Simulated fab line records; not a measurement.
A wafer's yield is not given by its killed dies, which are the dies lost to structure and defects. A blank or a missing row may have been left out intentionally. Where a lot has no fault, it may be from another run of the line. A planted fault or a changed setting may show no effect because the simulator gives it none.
fab line records	flow nand_harc
record: lots: 5	wafers: 15	last_day: 31
route steps=1302 shown P_M0@262 END@1302
lots that met no fault: from a run of the same line without faults
start_h: hours from the record's opening day to when the first of the lot's shown wafers began	wait_h: hours elapsed since this lot's preceding step	" identical to the entry in the row above	L1.1+2: several wafers, shown together as one row	- value missing, or start not given	* or withheld: withheld	< > ~ a bound
route shown NAME@n: names a module that has steps shown in the file, with the first one's number in the route	usual: mean/standard deviation of fault-free wafers	same: alike in all rows	chamber/n: place in a boat	sites: per-site readings	_std_site: their standard deviation	_edge_site: the outer-site mean with the inner-site mean subtracted	radius_mm: for every site, how far away it sits from the centre of the wafer	mask NAME#n: copy n	behind: the last tool/chamber to shape the wafer	hold: why the lot was held/for how many hours/how that ended	device: transistor that didn't switch, given as n, p or np	end of line: the same wafers' tests at the end of the route	where a step has no rows: the recipe by itself	killed: at the first sort, the dies lost to defects and structure; wafer yield is something else	map: the dies of a wafer, with x for killed, . for not killed, _ for no die there
set.NAME: setting as actually run; set.NAME@STEP: the setting as run at that earlier step	model.NAME: the simulator's own value behind a step, which no gauge read
lots at some steps of the route; a table a step, a row a wafer
services: a tool's chamber out of use, with start hour (start_h, from the record's first day; less than 0 if before it), hours out, and reason
== steps ==
step: NHARC_P_M0_DEVELOP_08
recipe: develop_time_s: 35	dev_temp_c: 23
step: NHARC_P_M0_CD_MEAS_09
recipe: target_cd_nm: 90	landing_energy_ev: 500
usual: cd_nm: 89.9/0.48
lot.wafer	tool	chamber	start_h	wait_h	cd_nm
L876.1	cd_sem-02	0	121.22	-	89.9
L876.2	"	0	"	"	90.1
L876.3	"	0	"	"	90.3
L880.2	cd_sem-02	0	160.55	-	89.6
L880.5	"	0	"	"	89.9
L880.6	"	0	"	"	89.1
L885.2	cd_sem-02	0	211.92	-	90.1
L885.3	"	0	"	"	89.5
L885.5	"	0	"	"	89.5
L893.1	cd_sem-01	0	297.15	-	90.1
L893.2	"	0	"	"	89.0
L893.5	"	0	"	"	90.1
L894.1	cd_sem-02	0	298.08	-	90.7
L894.3	"	0	"	"	90.2
L894.5	"	0	"	"	90.9
step: NHARC_P_M0_OVL_MEAS_10
recipe: pitch_nm: 180
usual: overlay_x_nm: -0.1/0.79	overlay_y_nm: -0.2/0.85
lot.wafer	tool	chamber	start_h	wait_h	overlay_x_nm	overlay_y_nm
L876.1	overlay-01	-	121.31	-	-0.4	0.3
L876.2	"	-	"	"	-0.7	-0.1
L876.3	"	-	"	"	-0.8	0.0
L880.2	overlay-01	-	160.64	-	-1.6	0.2
L880.5	"	-	"	"	-1.0	-0.2
L880.6	"	-	"	"	-1.0	0.4
L885.2	overlay-02	-	212.01	-	0.3	0.0
L885.3	"	-	"	"	-0.2	0.5
L885.5	"	-	"	"	0.8	0.8
L893.1	overlay-01	-	297.24	-	-0.5	0.4
L893.2	"	-	"	"	-0.5	0.3
L893.5	"	-	"	"	-0.6	-0.1
L894.1	overlay-01	-	298.17	-	0.8	-0.2
L894.3	"	-	"	"	0.7	0.8
L894.5	"	-	"	"	0.8	-0.4
step: NHARC_P_M0_INSPECT_11
usual: raw_defect_count: 3.9/2.3
lot.wafer	tool	chamber	start_h	wait_h	raw_defect_count
L876.1	defect_inspect-01	-	121.35	0.0	3
L876.2	"	-	"	"	6
L876.3	"	-	"	"	3
L880.2	defect_inspect-02	-	160.67	0.0	4
L880.5	"	-	"	"	9
L880.6	"	-	"	"	5
L885.2	defect_inspect-02	-	212.04	0.0	2
L885.3	"	-	"	"	1
L885.5	"	-	"	"	5
L893.1	defect_inspect-01	-	297.27	0.0	7
L893.2	"	-	"	"	8
L893.5	"	-	"	"	6
L894.1	defect_inspect-01	-	298.20	0.0	2
L894.3	"	-	"	"	4
L894.5	"	-	"	"	3
step: NHARC_P_M0_DESCUM_14
recipe: time_s: 3	o2_flow_sccm: 200	ar_flow_sccm: 0	bias_power_w: 0	chemistry: O2
usual: drypump_motor_current_A: 5.8/0.33	oes_product_au: 1.002/0.0067	rf_vpp_V: 58.0/0.79	showerhead_plenum_p_Torr: 1.94/0.089	throttle_valve_pct: 11.312/0.0084
lot.wafer	tool	chamber	start_h	wait_h	drypump_motor_current_A	oes_product_au	rf_hours_counter_h	rf_vpp_V	showerhead_plenum_p_Torr	throttle_valve_pct
L876.1	rie_diel-09	2	121.41	0.1	6.2	1.009	42	57.0	1.78	11.326
L876.2	"	3	"	"	6.4	1.005	50	59.4	1.95	11.309
L876.3	"	1	"	"	4.7	1.012	46	58.2	1.96	11.320
L880.2	rie_diel-08	1	160.74	0.1	6.1	1.009	25	57.4	1.85	11.316
L880.6	"	0	"	"	6.0	1.002	-	58.8	1.99	11.329
L880.5	"	1	"	"	6.1	1.000	-	56.7	1.85	11.333
L885.2	rie_diel-09	3	212.11	0.1	6.5	1.001	22	58.1	1.94	11.303
L885.3	"	0	"	"	6.0	1.014	10	58.4	1.81	11.317
L885.5	"	2	"	"	6.1	1.007	-	57.6	1.77	11.300
L893.1	rie_diel-01	2	297.33	0.1	5.7	0.999	25	59.0	2.07	11.321
L893.2	"	1	"	"	5.5	0.995	25	56.2	1.93	11.316
L893.5	"	3	"	"	5.9	1.001	-	59.2	1.82	11.316
L894.1	rie_diel-08	0	298.27	0.1	6.0	0.996	17	57.2	1.99	11.325
L894.3	"	1	"	"	6.1	1.005	15	58.0	1.85	11.310
L894.5	"	3	"	"	5.8	0.991	-	58.3	2.01	11.318
step: NHARC_P_M0_ETCH_34
recipe: target_depth_a: 400	overetch_a: 120	time_s: 43.94	ion_energy_ev: 200	n2_flow_sccm: 150	h2_flow_sccm: 150	ar_flow_sccm: 0	rf_w: 400	bias_w: 150	chemistry: N2/H2
usual: drypump_motor_current_A: 5.8/0.33	oes_product_au: 1.002/0.0078	rf_fwd_power_W: 394.8/1.4	rf_vpp_V: 431.4/2.6	showerhead_plenum_p_Torr: 2.07/0.094	throttle_valve_pct: 14.173/0.0094
lot.wafer	tool	chamber	start_h	wait_h	drypump_motor_current_A	oes_product_au	rf_fwd_power_W	rf_hours_counter_h	rf_vpp_V	showerhead_plenum_p_Torr	throttle_valve_pct
L876.1	rie_diel-09	0	121.50	0.1	6.0	1.005	397.3	49	428.1	1.93	14.169
L876.2	"	1	"	"	4.7	1.009	395.1	46	431.4	2.09	14.186
L876.3	"	3	"	"	6.5	0.998	396.8	50	431.0	2.08	14.170
L880.2	rie_diel-08	1	160.83	0.1	6.1	0.988	394.0	25	429.2	1.97	14.174
L880.5	"	3	"	"	5.8	0.986	394.7	-	433.7	2.16	14.184
L880.6	"	0	"	"	6.0	0.989	395.1	-	434.5	2.13	14.167
L885.2	rie_diel-09	3	212.19	0.1	6.5	1.003	395.4	22	430.2	2.07	14.181
L885.3	"	1	"	"	4.7	1.002	398.2	20	432.0	2.08	14.176
L885.5	"	0	"	"	6.0	1.005	394.3	-	426.9	1.93	14.178
L893.1	rie_diel-01	3	297.42	0.1	5.9	0.992	394.5	29	427.0	1.94	14.167
L893.2	"	1	"	"	5.5	0.989	396.1	25	431.2	2.05	14.157
L893.5	"	0	"	"	5.4	0.993	394.6	-	429.8	2.01	14.194
L894.1	rie_diel-08	3	298.83	0.6	5.8	1.001	393.1	17	433.4	2.15	14.178
L894.3	"	0	"	"	6.1	0.999	394.2	17	431.9	2.12	14.193
L894.5	"	0	"	"	6.0	1.006	396.0	-	431.9	2.12	14.179
step: NHARC_P_M0_ETCH_15
recipe: target_depth_a: 1500	overetch_a: 150	time_s: 82.5	c4f8_flow_sccm: withheld	ar_flow_sccm: 400	rf_w: 600	bias_w: 300	chemistry: C4F8/Ar
usual: oes_product_au: 0.954/0.02	rf_fwd_power_W: 595.1/2	rf_vpp_V: 441.6/2.9
lot.wafer	tool	chamber	start_h	wait_h	oes_product_au	rf_fwd_power_W	rf_hours_counter_h	rf_vpp_V
L876.3	rie_diel-09	0	-	-	0.933	595.2	49	437.9
L876.2	"	1	"	"	0.927	594.9	46	442.8
L876.1	"	3	"	"	0.920	596.9	50	442.2
L880.2	rie_diel-08	2	-	-	0.983	597.3	23	445.5
L880.6	"	0	"	"	0.959	592.6	-	445.8
L880.5	"	1	"	"	0.968	593.4	-	439.5
L885.3	rie_diel-09	3	-	-	0.964	595.0	22	442.3
L885.2	"	1	"	"	0.968	599.1	21	441.6
L885.5	"	3	"	"	0.969	596.0	-	440.6
L893.1	rie_diel-01	0	-	-	0.958	598.1	29	440.0
L893.2	"	1	"	"	0.983	592.0	25	440.8
L893.5	"	3	"	"	0.951	592.6	-	438.5
L894.3	rie_diel-08	0	-	-	0.925	595.1	17	443.0
L894.1	"	3	"	"	0.919	593.3	17	443.7
L894.5	"	1	"	"	0.924	595.4	-	437.9
step: NHARC_P_M0_CD_MEAS_16
usual: cd_nm: 89.9/0.61
lot.wafer	tool	chamber	start_h	wait_h	cd_nm
L876.1	cd_sem-03	-	121.71	-	89.4
L876.2	"	-	"	"	89.6
L876.3	"	-	"	"	90.4
L880.2	cd_sem-02	-	161.03	-	89.6
L880.5	"	-	"	"	89.4
L880.6	"	-	"	"	89.9
L885.2	cd_sem-01	-	212.40	-	89.9
L885.3	"	-	"	"	89.7
L885.5	"	-	"	"	89.6
L893.1	cd_sem-01	-	297.63	-	89.4
L893.2	"	-	"	"	89.7
L893.5	"	-	"	"	89.4
L894.1	cd_sem-01	-	299.05	-	90.5
L894.3	"	-	"	"	89.4
L894.5	"	-	"	"	89.6
step: NHARC_P_M0_STRIP_18
recipe: power_w: 1000	n2_flow_sccm: 150	h2_flow_sccm: 150	ar_flow_sccm: 0	bias_w: 0	chemistry: N2/H2
usual: drypump_motor_current_A: 5.8/0.44	oes_product_au: 1.003/0.008	rf_fwd_power_W: 998/3.6	rf_vpp_V: 90.7/0.94	showerhead_plenum_p_Torr: 2.05/0.094	throttle_valve_pct: 14.170/0.0097
lot.wafer	tool	chamber	start_h	wait_h	drypump_motor_current_A	oes_product_au	rf_fwd_power_W	rf_hours_counter_h	rf_vpp_V	showerhead_plenum_p_Torr	throttle_valve_pct
L876.2	rie_diel-01	0	121.79	0.1	5.3	1.002	995	26	91.1	2.03	14.161
L876.3	"	1	"	"	5.4	0.994	998	28	89.2	2.07	14.183
L876.1	"	3	"	"	5.8	0.997	990	29	87.8	1.96	14.170
L880.2	rie_diel-08	2	161.16	0.1	5.6	1.017	999	23	93.2	2.16	14.159
L880.6	"	0	"	"	6.0	1.001	995	-	92.8	2.13	14.153
L880.5	"	1	"	"	6.1	1.013	989	-	90.8	1.98	14.137
L885.2	rie_diel-08	1	212.50	0.1	6.1	1.007	992	2	90.3	1.97	14.168
L885.3	"	3	"	"	5.8	1.005	1000	2	91.8	2.15	14.165
L885.5	"	1	"	"	6.1	1.009	994	-	90.9	1.97	14.165
L893.2	rie_diel-01	2	297.76	0.1	5.8	0.988	999	25	91.0	2.21	14.161
L893.1	"	3	"	"	5.8	0.989	994	29	89.9	1.94	14.160
L893.5	"	1	"	"	5.5	0.990	998	-	89.2	2.05	14.174
L894.1	rie_diel-08	0	299.12	0.1	6.0	0.988	995	17	91.5	2.12	14.174
L894.3	"	1	"	"	6.1	0.997	997	15	89.2	1.97	14.167
L894.5	"	0	"	"	6.0	1.002	999	-	91.2	2.12	14.177
step: NHARC_P_M0_STRIP_19
recipe: time_s: 600	temp_c: 30	chemistry: post_etch_residue_remover
step: NHARC_P_M0_DEGAS_28
recipe: temp_c: 250	time_s: 60
step: NHARC_P_M0_PRE_CLEAN_29
recipe: time_s: 30	temp_c: 280	gas: H2/He
step: NHARC_P_M0_PVD_20
recipe: target_thk_a: 50	bias_v: 168.6	power_w: 15000	chamber_pressure_pa: 0.12	time_s: 8.06	substrate_temp_c: 50	material: TaN
usual: chamber_pressure_pa: 0.11999/0.00025	throttle_valve_pct: 29.9/0.81	time_s: 8.06/0
lot.wafer	tool	chamber	start_h	wait_h	chamber_pressure_pa	throttle_valve_pct	time_s
L876.2	pvd_sputter-03	-	122.55	-	0.11973	31.5	8.06
L876.3	"	-	"	"	0.12007	30.0	8.06
L876.1	"	-	"	"	0.12047	30.3	8.06
L880.2	pvd_sputter-02	-	161.80	-	0.1194	29.3	8.06
L880.6	"	-	"	"	0.11964	29.4	8.06
L880.5	"	-	"	"	0.11979	29.3	8.06
L885.3	pvd_sputter-01	-	213.13	-	0.12015	31.4	8.06
L885.2	"	-	"	"	0.11985	29.7	8.06
L885.5	"	-	"	"	0.12014	31.2	8.06
L893.1	pvd_sputter-02	-	298.38	-	0.11989	28.6	8.06
L893.2	"	-	"	"	0.12023	30.1	8.06
L893.5	"	-	"	"	0.11959	30.2	11.692
L894.3	pvd_sputter-03	-	299.79	-	0.11989	30.7	8.06
L894.1	"	-	"	"	0.11968	30.5	8.06
L894.5	"	-	"	"	0.11988	30.5	8.06
step: NHARC_P_M0_PVD_21
recipe: target_thk_a: 300	chamber_pressure_pa: 5	power_w: 5000	substrate_temp_c: 30	time_s: 20.49	material: Cu
usual: chamber_pressure_pa: 5.000/0.0096	throttle_valve_pct: 30.0/0.77	time_s: 20.49/0
lot.wafer	tool	chamber	start_h	wait_h	chamber_pressure_pa	throttle_valve_pct	time_s
L876.2	pvd_sputter-03	-	-	-	5.001	29.9	20.49
L876.3	"	-	"	"	4.990	30.2	20.49
L876.1	"	-	"	"	5.000	28.4	20.49
L880.2	pvd_sputter-02	-	-	-	5.007	29.4	20.49
L880.6	"	-	"	"	4.984	30.3	20.49
L880.5	"	-	"	"	5.003	29.4	20.49
L885.2	pvd_sputter-01	-	-	-	5.003	30.0	20.49
L885.3	"	-	"	"	4.987	29.9	20.49
L885.5	"	-	"	"	5.027	31.0	20.49
L893.2	pvd_sputter-02	-	-	-	4.989	30.2	20.49
L893.1	"	-	"	"	5.007	29.0	20.49
L893.5	"	-	"	"	5.005	30.1	20.49
L894.1	pvd_sputter-03	-	-	-	4.999	31.0	20.49
L894.3	"	-	"	"	5.005	28.6	20.49
L894.5	"	-	"	"	5.002	28.5	20.49
step: NHARC_END_SORT_01
recipe: temp_c: 25
usual: defect_limited_yield: 91.7/2.8	killed_at_array: 52/19	killed_at_other: 0.8/1	killed_at_periphery: 3.7/2.5	killed_dies: 56/19	killed_open: 3.5/2	killed_short: 2.2/1.4	sort_bin_2_pct: 2.9/1.2	sort_bin_3_pct: 0.6/0.36	sort_bin_4_pct: 4.8/1.6	sort_n_pass: 621/19	sort_rim_yield_pct: 92/3.9	sort_yield_pct: 91.7/2.8
same: gross_dies: 677	sort_bin_5_pct[%]: 0	sort_bin_6_pct[%]: 0	sort_bin_7_pct[%]: 0	sort_bin_8_pct[%]: 0	sort_rim_n_gross: 106.00
lot.wafer	tool	chamber	start_h	wait_h	defect_limited_yield[%]	killed_at_array	killed_at_other	killed_at_periphery	killed_dies	killed_open	killed_short	sort_bin_2_pct[%]	sort_bin_3_pct[%]	sort_bin_4_pct[%]	sort_n_pass	sort_rim_yield_pct[%]	sort_yield_pct[%]
L876.1	prober-02	0	562.59	2.5	93.2	45	0	1	46	2	2	1.6	0.4	4.7	631	96	93.2
L876.2	prober-02	0	563.38	2.8	92.6	46	0	4	50	2	3	2.4	0.6	4.4	627	97	92.6
L876.3	prober-02	0	564.17	3.1	93.5	41	0	3	44	2	3	2.1	0.3	4.1	633	97	93.5
L893.1	prober-02	0	740.22	2.5	91.1	54	2	4	60	1	2	4.0	0.3	4.6	617	91	91.1
L893.2	prober-02	0	741.03	2.8	91.7	45	4	7	56	0	0	3.0	0.4	4.9	621	95	91.7
L893.5	prober-02	0	743.44	3.7	90.7	60	0	3	63	1	4	3.5	0.4	5.3	614	95	90.7
killed by level:class
L876.1 A_SLIT:chamber_film_flake=27 A_CHANNEL_HOLE_D2:chamber_film_flake=8 A_WL_FILL:chamber_film_flake=3 P_M1:geometric_particle:short=1 A_ONON_D2:geometric_particle:open=1 A_CHANNEL_HOLE_D2:geometric_particle:open=1 A_M0:geometric_particle:short=1 A_CHANNEL_HOLE_D1:chamber_film_flake=1
L876.2 A_SLIT:chamber_film_flake=24 A_CHANNEL_HOLE_D2:chamber_film_flake=11 A_CHANNEL_HOLE_D1:chamber_film_flake=2 A_DECK1_JOINT:chamber_film_flake=2 A_WL_FILL:chamber_film_flake=2 P_GATE:geometric_particle:open=1 A_ONON_D2:geometric_particle:short=1 A_ONON_D2:geometric_particle:open=1
L876.3 A_SLIT:chamber_film_flake=23 A_WL_FILL:chamber_film_flake=5 P_M1:chamber_film_flake=3 A_CHANNEL_HOLE_D2:chamber_film_flake=3 A_CONTACT:chamber_film_flake=3 A_CHANNEL_FILL_D2:geometric_particle:short=2 A_ONON_D1:geometric_particle:short=1 A_ONON_D2:geometric_particle:open=1
L893.1 A_CHANNEL_HOLE_D2:chamber_film_flake=31 A_SLIT:chamber_film_flake=7 A_CHANNEL_HOLE_D1:chamber_film_flake=4 A_DECK1_JOINT:chamber_film_flake=3 A_CONTACT:chamber_film_flake=3 P_CONTACT:chamber_film_flake=2 A_CHANNEL_FILL_D1:chamber_film_flake=2 THIN_TSV:chamber_film_flake=2
L893.2 A_CHANNEL_HOLE_D2:chamber_film_flake=19 A_CHANNEL_HOLE_D1:chamber_film_flake=12 A_CONTACT:chamber_film_flake=5 P_STI:chamber_film_flake=4 THIN_TSV:chamber_film_flake=4 A_CHANNEL_FILL_D1:chamber_film_flake=2 A_DECK1_JOINT:chamber_film_flake=2 A_SLIT:chamber_film_flake=2
L893.5 A_CHANNEL_HOLE_D2:chamber_film_flake=29 A_CHANNEL_HOLE_D1:chamber_film_flake=8 A_CONTACT:chamber_film_flake=7 A_SLIT:chamber_film_flake=4 A_ZERO_WELL:chamber_film_flake=3 P_ZERO_WELL:chamber_film_flake=2 A_ONON_D1:geometric_particle:short=1 A_DECK1_JOINT:geometric_particle:short=1
== services ==
tool	chamber	start_h	hours	kind
pvd_sputter-02	-	102.71	2.3	repair
rie_diel-08	0	120.85	-	clean
rie_diel-08	1	120.85	-	clean
rie_diel-09	-	144.00	9.0	pm
rie_diel-09	0	156.89	33.5	repair
pvd_sputter-01	-	159.21	14.6	repair
pvd_sputter-03	-	159.56	3.2	repair
rie_diel-08	1	166.63	15.2	repair
rie_diel-08	0	173.04	23.7	repair
pvd_sputter-03	-	176.46	10.0	pm
pvd_sputter-01	-	178.68	1.8	repair
rie_diel-09	1	179.69	4.2	repair
rie_diel-09	2	182.55	19.4	repair
rie_diel-01	0	184.62	5.9	repair
rie_diel-08	-	191.83	9.0	pm
rie_diel-01	-	207.04	9.0	pm
rie_diel-01	-	220.11	1.7	repair
pvd_sputter-01	-	226.00	10.0	pm
rie_diel-08	1	231.15	4.8	repair
rie_diel-01	-	237.82	0.8	repair
rie_diel-09	2	243.48	2.9	repair
pvd_sputter-03	-	264.44	3.5	repair
rie_diel-09	3	269.89	1.6	repair
pvd_sputter-02	-	282.96	10.0	pm
== key ==
first_sign: step: NHARC_P_M0_PVD_20	reading: time_s	direction: up	sigmas: 99+	usual: *	struck: *
effect none on later readings
met_at NHARC_P_M0_PVD_20
struck_wafers L893.5
fault: kind: process_parameter_drift	tool: pvd_sputter-02	chamber: -	onset_h: 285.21	steps: NHARC_P_M0_PVD_20	channel: time_s	offset: *	shape: step	end_h: 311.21	acts_in: *	stated: *	scope: struck_wafers_only
